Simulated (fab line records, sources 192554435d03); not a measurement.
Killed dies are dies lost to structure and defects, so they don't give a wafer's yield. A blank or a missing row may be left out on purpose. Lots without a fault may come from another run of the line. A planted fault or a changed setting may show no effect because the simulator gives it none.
Which tool did it? | flow n5_finfet | 12 lots, 36 wafers sampled, at 4 steps of a route of 1938

WHAT THE GAUGES READ, wafer by wafer
N5_GATE_CUT_INSPECT_26: inspects for defects (darkfield).
lot  | measured     | on                | raw_defect_count
L075 | day 4 20:04  | defect_inspect-02 | 55 43 23
L077 | day 5 09:11  | defect_inspect-02 | 38 50 26
L079 | day 5 23:52  | defect_inspect-01 | 35 21 36
L081 | day 6 12:47  | defect_inspect-02 | 31 13 36
L083 | day 6 21:57  | defect_inspect-02 | 26 33 23
L085 | day 7 14:40  | defect_inspect-02 | 24 44 37
L087 | day 7 23:48  | defect_inspect-01 | 65 48 63
L089 | day 8 11:00  | defect_inspect-02 | 36 39 30
L091 | day 9 00:00  | defect_inspect-02 | 41 63 38
L093 | day 9 12:59  | defect_inspect-01 | 27 33 43
L095 | day 9 22:01  | defect_inspect-01 | 43 42 27
L097 | day 10 15:17 | defect_inspect-01 | 21 31 22

WHICH TOOL RAN EACH LOT (tool, then ch and the chambers of the sampled wafers, then the start)
lot  | N5_GATE_CUT_ETCH_28                | N5_GATE_CUT_ETCH_47               | N5_GATE_CUT_STRIP_21
L075 | rie_diel-03 ch 0,1,3, day 4 16:40  | rie_metal-01 ch 0,1, day 4 17:11  | plasma_asher-01 ch 0,1, day 4 17:19
L077 | rie_diel-03 ch 0,2, day 5 05:52    | rie_metal-03 ch 0,1, day 5 06:22  | plasma_asher-01 ch 0,1, day 5 06:30
L079 | rie_diel-03 ch 1,2,3, day 5 20:15  | rie_metal-02 ch 0, day 5 20:56    | plasma_asher-02 ch 0,1, day 5 21:11
L081 | rie_diel-03 ch 0,1,2, day 6 09:27  | rie_metal-01 ch 0,1, day 6 09:58  | plasma_asher-02 ch 0,1, day 6 10:07
L083 | rie_diel-02 ch 0,2,3, day 6 18:38  | rie_metal-02 ch 0,1, day 6 19:08  | plasma_asher-02 ch 0,1, day 6 19:17
L085 | rie_diel-04 ch 2,3, day 7 10:47    | rie_metal-01 ch 0, day 7 11:18    | plasma_asher-02 ch 0,1, day 7 11:26
L087 | rie_diel-02 ch 0,1, day 7 20:28    | rie_metal-03 ch 0,1, day 7 20:58  | plasma_asher-01 ch 0,1, day 7 21:07
L089 | rie_diel-02 ch 0,3, day 8 07:41    | rie_metal-03 ch 0,1, day 8 08:11  | plasma_asher-01 ch 0,1, day 8 08:20
L091 | rie_diel-04 ch 0,1,3, day 8 19:03  | rie_metal-01 ch 0,1, day 8 19:34  | plasma_asher-02 ch 0,1, day 8 19:42
L093 | rie_diel-04 ch 0,1,2, day 9 09:36  | rie_metal-01 ch 0,1, day 9 10:07  | plasma_asher-01 ch 0,1, day 9 10:15
L095 | rie_diel-02 ch 0,1,3, day 9 18:40  | rie_metal-03 ch 0,1, day 9 19:11  | plasma_asher-01 ch 0,1, day 9 19:20
L097 | rie_diel-03 ch 0,1,2, day 10 11:57 | rie_metal-01 ch 0,1, day 10 12:28 | plasma_asher-01 ch 0,1, day 10 12:36
- N5_GATE_CUT_ETCH_28: etches underlayer in N2/H2, target depth 13 nm, time 10.4 s.
- N5_GATE_CUT_ETCH_47: etches SiO2 in Cl2/BCl3, target depth 10 nm.
- N5_GATE_CUT_STRIP_21: strips in N2/H2, time 30 s.

THE ANSWER, worked out from the rows above alone
Rule: what is usual is taken from the lots themselves. Put in order of their means at a reading, lots are off if they are a third of the lots or fewer, leave a main group of 4 or more, and stand apart from it by a gap of 3 or more times the standard deviation of the main group's means; of several such gaps the widest counts. A main group whose means are all the same, to the digits that the tables above print for the reading, isn't used. A lot without any number at a reading at which 4 lots or more have one is off too. The other lots that the step has rows for count as sound.
No lot is off at any reading shown: from this, nothing can be told.

WHAT THE SIMULATOR HAD PUT IN
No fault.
